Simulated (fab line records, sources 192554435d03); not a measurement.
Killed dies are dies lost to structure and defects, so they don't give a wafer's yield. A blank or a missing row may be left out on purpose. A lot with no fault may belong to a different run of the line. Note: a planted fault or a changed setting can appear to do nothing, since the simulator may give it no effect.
A struck lot beside a sound one -- flow n5 finfet -- 37 out of 1938 route steps
Sound: these wafers, L867.3, L867.5, L867.6. Struck: wafer L857.2 (L857.5, L857.6, from the same lot, were not struck and are left out); the cause is given at the end.
For every step that has rows: the tool of each side, followed by ch and its chambers, followed by its first start. Under that, the readings that differ: sound wafers -- struck wafers -- difference of the means -- sigmas: that difference in standard deviations of wafers without a fault.
alike: a reading whose means differ by less than 2 such deviations, as well as words and numbers matching on both sides. not compared: withheld readings; readings where some wafer has no value; bounds like >300 that might hide an equal value; numbers whose values overlap and for which the record gives no deviation.
A row with sigmas, a row that says differs or no value, or rows on one side alone: a step with any of these is where the two part. Numbers that don't overlap but have no deviation are shown without sigmas and don't part them. A reading missing from all wafers of one side parts the sides only when that side holds two or more wafers.

first, 9 steps without rows for these wafers: N5_BEOL_M4_ANNEAL_95 (time 240 s); N5_BEOL_M4_SPUTTER_96 (material Cu, target thk 4.5 nm, time 8.29 s); N5_BEOL_M4_ECD_50 (material Cu, target thk 300 nm); N5_BEOL_M4_ANNEAL_51 (time 90 s); N5_BEOL_M4_CMP_52 (polishes, stops on SiOC, t overpolish 6.8 s, target thk 40 nm); N5_BEOL_M4_PRE_CLEAN_60 (time 15 s); N5_BEOL_M4_CO_CAP_55 (material Co, precursor CCTBA/H2, target thk 2 nm, time 102.1 s); N5_BEOL_M4_PRE_CLEAN_56 (time 15 s); N5_BEOL_M4_DEP_57 (deposits SiCN from 3MS/NH3, target thk 8 nm, time 14 s).
N5_BEOL_M4_RC_MEAS_101:
  sound on prober-02 ch 0, day 14 10:34; struck on prober-01 ch 0, day 12 05:02
  alike: DIBL_N, DIBL_P, IOFF_N, IOFF_P, ION_N, ION_P, SS_N, SS_P, VT_N, VT_P
then, 24 steps without rows for these wafers: N5_BEOL_M5_ILD_DEP_00 (deposits SiCOH lowk from DEMS/porogen, target thk 140.64 nm, time 25.9 s); N5_BEOL_M5_CURE_79 (cures SiCOH lowk, time 240 s); N5_BEOL_M5_PECVD_70 (deposits SiO2 from TEOS/O2, target thk 16 nm, time 18 s); N5_BEOL_M5_HM_DEP_02 (deposits TiN, target thk 20 nm); N5_BEOL_M5_COAT_59 (time 60 s, resist thk 60 nm); N5_BEOL_M5_COAT_60 (time 60 s, resist thk 12 nm); N5_BEOL_M5_COAT_71 (time 60 s, resist thk 5 nm); N5_BEOL_M5_COAT_05 (resist thk 30 nm); N5_BEOL_M5_EBR_07; N5_BEOL_M5_SOFTBAKE_06 (time 60 s); N5_BEOL_M5_EXPOSE_08 (exposes mask M5, target cd 28 nm); N5_BEOL_M5_PEB_09 (peb time 60 s); N5_BEOL_M5_DEVELOP_10 (develop time 30 s); N5_BEOL_M5_DESCUM_16 (chemistry O2, time 7 s); N5_BEOL_M5_ETCH_72 (etches underlayer in N2/H2, target depth 6.5 nm, time 5.2 s); N5_BEOL_M5_ETCH_61 (etches SiARC in CF4, target depth 15.6 nm, time 26 s); N5_BEOL_M5_ETCH_62 (etches SOC in N2/H2, target depth 75 nm, overetch 15 nm, time 112.5 s); N5_BEOL_M5_STRIP_63 (strips in N2/H2); N5_BEOL_M5_STRIP_73 (strips in N2/H2); N5_BEOL_M5_STRIP_64 (strips in CF4); N5_BEOL_M5_HM_OPEN_17 (chemistry Cl2/BCl3, target TiN, target depth 20 nm, overetch 6 nm); N5_BEOL_M5_STRIP_19 (strips in O2); N5_BEOL_M5_COAT_65 (time 60 s, resist thk 60 nm); N5_BEOL_M5_COAT_66 (time 60 s, resist thk 12 nm).
N5_BEOL_M9_ETCH_62: etches SOC in N2/H2, target depth 110 nm, overetch 22 nm, time 165 s.
  sound on rie diel-02 ch 2,3, day 16 09:28; struck on rie diel-03 ch 3, day 13 20:49
reading,sound,struck,difference,sigmas
h2 flow sccm (sccm),199.2 199.0 200.4,201.4,+1.9,+3
model.SiARC_of_BEOL_M9_COAT_60.thk nm (nm),23.2 23 23.8,25.4,+2.1,
model.etch.depth nm (nm),99.49 100 99.87,98.46,-1.33,
  alike: drypump motor current A, oes product au, rf fwd power W, rf vpp V, showerhead plenum p Torr, throttle valve pct
  not compared: rf hours counter h
N5_BEOL_M9_OCD_MEAS_38:
  struck on ocd-02, day 13 22:37; sound on ocd-01, day 16 12:14
reading,sound,struck,difference,sigmas
trench depth nm (nm),150.1 153.1 156.1,83.6,-69.5,-25
-- a jump in the record: the struck wafers' starts before and after are 3 days apart (it breaks off in module BEOL_M9 and resumes in module PASSIVATION, where the first step shown is number 1936 of the route) --
N5_PASSIVATION_PROBE_49:
  record: rows for the struck wafers here (prober-01, day 16 15:08), none for the sound ones

WHERE THEY PART
Last at N5_PASSIVATION_PROBE_49 as far as this record goes, first at N5_BEOL_M9_ETCH_62.

WHY: what had been put in by the simulator
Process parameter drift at N5_BEOL_M9_ETCH_62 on rie diel-03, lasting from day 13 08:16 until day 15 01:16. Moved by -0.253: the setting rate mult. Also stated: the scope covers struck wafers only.
